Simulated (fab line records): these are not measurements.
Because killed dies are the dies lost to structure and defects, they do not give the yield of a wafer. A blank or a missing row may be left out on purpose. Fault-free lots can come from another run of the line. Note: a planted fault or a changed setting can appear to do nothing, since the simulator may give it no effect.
fab line records	flow n5-finfet
record: lots: 5	wafers: 15	last-day: 15
route steps=1938 shown BEOL_M13@1682
lots untouched by any fault: they come from a run of this same line in which no faults occurred
start-h: the number of hours between the record's first day and the start of the first shown wafer of the lot	wait-h: how many hours have passed since the lot's step before this one	" as in the row above	L1.1+2: a row that stands for several wafers	- no value, or no start given	* or withheld: withheld	< > ~ a bound
route shown NAME@n: NAME is a module with steps in the file, n the number in the route of the first one	usual: mean/standard deviation taken from wafers without a fault	same: alike in all rows	chamber/n: place in a boat	sites: readings site by site	_std_site: standard deviation of those values	_edge_site: the outer-site mean with the inner-site mean subtracted	radius-mm: for every site, how far away it sits from the centre of the wafer	mask NAME#n: copy n	behind: the tool/chamber that last shaped the wafer	hold: the reason the lot was held/the length of the hold in hours/how it ended	device: names the non-switching transistor (n, p or np)	end of line: tests run on the same wafers once the route is complete	for a step that has no rows: nothing shown but its recipe	killed: count of dies lost to structure and defects at first sort (not the wafer's yield)	map: the dies of a wafer, with x for killed, . for not killed, _ for no die there
set.NAME: the setting the step ran with; set.NAME@STEP: the setting that earlier step ran with	model.NAME: the simulator's own value behind a step, which no gauge read
a table for each step, a row for each wafer; lots at some steps of the route
services: from which hour (start-h, from the record's first day; less than 0 if before it) a tool's chamber was out of use, for how many hours, and why
== steps ==
step: N5_BEOL_M13_COAT_22
recipe: spin-rpm: 2888	resist-thk-nm: 300
usual: spin-speed-rpm: 2887.9/2.1
lot.wafer	tool	chamber	start-h	wait-h	spin-speed-rpm
L074.1	litho-track-04	0	-	-	2890.0
L074.2	"	0	"	"	2887.8
L074.6	"	0	"	"	2890.3
L077.3	litho-track-02	0	-	-	2886.5
L077.4	"	0	"	"	2886.5
L077.6	"	0	"	"	2887.7
L079.2	litho-track-04	0	-	-	2889.1
L079.3	"	0	"	"	2890.2
L079.6	"	0	"	"	2887.4
L086.3	litho-track-02	0	-	-	2887.2
L086.4	"	0	"	"	2887.0
L086.6	"	0	"	"	2887.2
L091.1	litho-track-04	0	-	-	2887.9
L091.2	"	0	"	"	2888.3
L091.3	"	0	"	"	2893.5
step: N5_BEOL_M13_EBR_24
recipe: solvent: PGMEA	ebr-width-mm: 1.5
lot.wafer	tool	chamber	start-h	wait-h
L074.1+2+6	litho-track-04	0	-	-
L077.3+4+6	litho-track-02	0	-	-
L079.2+3+6	litho-track-04	0	-	-
L086.3+4+6	litho-track-02	0	-	-
L091.1+2+3	litho-track-04	0	-	-
step: N5_BEOL_M13_SOFTBAKE_23
recipe: temp-c: 130	time-s: 60
lot.wafer	tool	chamber	start-h	wait-h
L074.1+2+6	litho-track-04	0	-	-
L077.3+4+6	litho-track-02	0	-	-
L079.2+3+6	litho-track-04	0	-	-
L086.3+4+6	litho-track-02	0	-	-
L091.1+2+3	litho-track-04	0	-	-
step: N5_BEOL_M13_EXPOSE_25
recipe: mask-id: M13	na: 0.93	source-shape: conventional	sigma-outer: 0.4	polarization: unpolarized	target-cd-nm: 210	dose-mj: 22
lot.wafer	tool	chamber	start-h	wait-h	mask
L074.1+2+6	krf-scanner-01	0	225.72	-	M13#0
L077.3+4+6	krf-scanner-01	0	243.29	-	M13#0
L079.2+3+6	krf-scanner-01	0	265.66	-	M13#0
L086.3+4+6	krf-scanner-02	0	296.67	-	M13#0
L091.1+2+3	krf-scanner-02	0	334.19	-	M13#0
step: N5_BEOL_M13_PEB_26
recipe: peb-temp-c: 130	peb-time-s: 90
lot.wafer	tool	chamber	start-h	wait-h
L074.1+2+6	litho-track-04	0	225.78	0.1
L077.3+4+6	litho-track-02	0	243.34	0.0
L079.2+3+6	litho-track-02	0	265.71	0.0
L086.3+4+6	litho-track-02	0	296.72	0.0
L091.1+2+3	litho-track-04	0	334.24	0.1
step: N5_BEOL_M13_DEVELOP_27
recipe: develop-time-s: 45	rinse-liquid: diw	dry: air-spin	dev-temp-c: 21
lot.wafer	tool	chamber	start-h	wait-h
L074.1+2+6	litho-track-04	0	-	-
L077.3+4+6	litho-track-02	0	-	-
L079.2+3+6	litho-track-02	0	-	-
L086.3+4+6	litho-track-02	0	-	-
L091.1+2+3	litho-track-04	0	-	-
step: N5_BEOL_M13_HARDBAKE_32
recipe: temp-c: 130	time-s: 120
lot.wafer	tool	chamber	start-h	wait-h
L074.1+2+6	litho-track-04	0	-	-
L077.3+4+6	litho-track-02	0	-	-
L079.2+3+6	litho-track-02	0	-	-
L086.3+4+6	litho-track-02	0	-	-
L091.1+2+3	litho-track-04	0	-	-
step: N5_BEOL_M13_CD_MEAS_28
recipe: target-cd-nm: 209.5	landing-energy-ev: 500	detector: se-inlens
usual: cd-nm: 210.0/1.8
lot.wafer	tool	chamber	start-h	wait-h	cd-nm
L074.1	cd-sem-02	0	225.89	-	210.3
L074.2	"	0	"	"	210.7
L074.6	"	0	"	"	210.3
L077.3	cd-sem-03	0	243.45	-	208.9
L077.4	"	0	"	"	206.9
L077.6	"	0	"	"	211.2
L079.2	cd-sem-02	0	265.83	-	208.5
L079.3	"	0	"	"	208.7
L079.6	"	0	"	"	208.7
L086.3	cd-sem-01	0	296.84	-	210.1
L086.4	"	0	"	"	206.2
L086.6	"	0	"	"	211.6
L091.1	cd-sem-01	0	334.36	-	210.4
L091.2	"	0	"	"	210.3
L091.3	"	0	"	"	210.9
== services ==
tool	chamber	start-h	hours	kind
krf-scanner-01	0	209.46	-	calibration
krf-scanner-02	-	219.35	3.6	pm
krf-scanner-01	-	225.16	-	calibration
krf-scanner-02	-	238.04	0.8	repair
krf-scanner-01	-	263.93	1.0	pm
krf-scanner-02	-	275.86	0.5	repair
krf-scanner-01	-	309.90	0.3	repair
krf-scanner-02	-	319.76	1.0	pm
== key ==
fault none
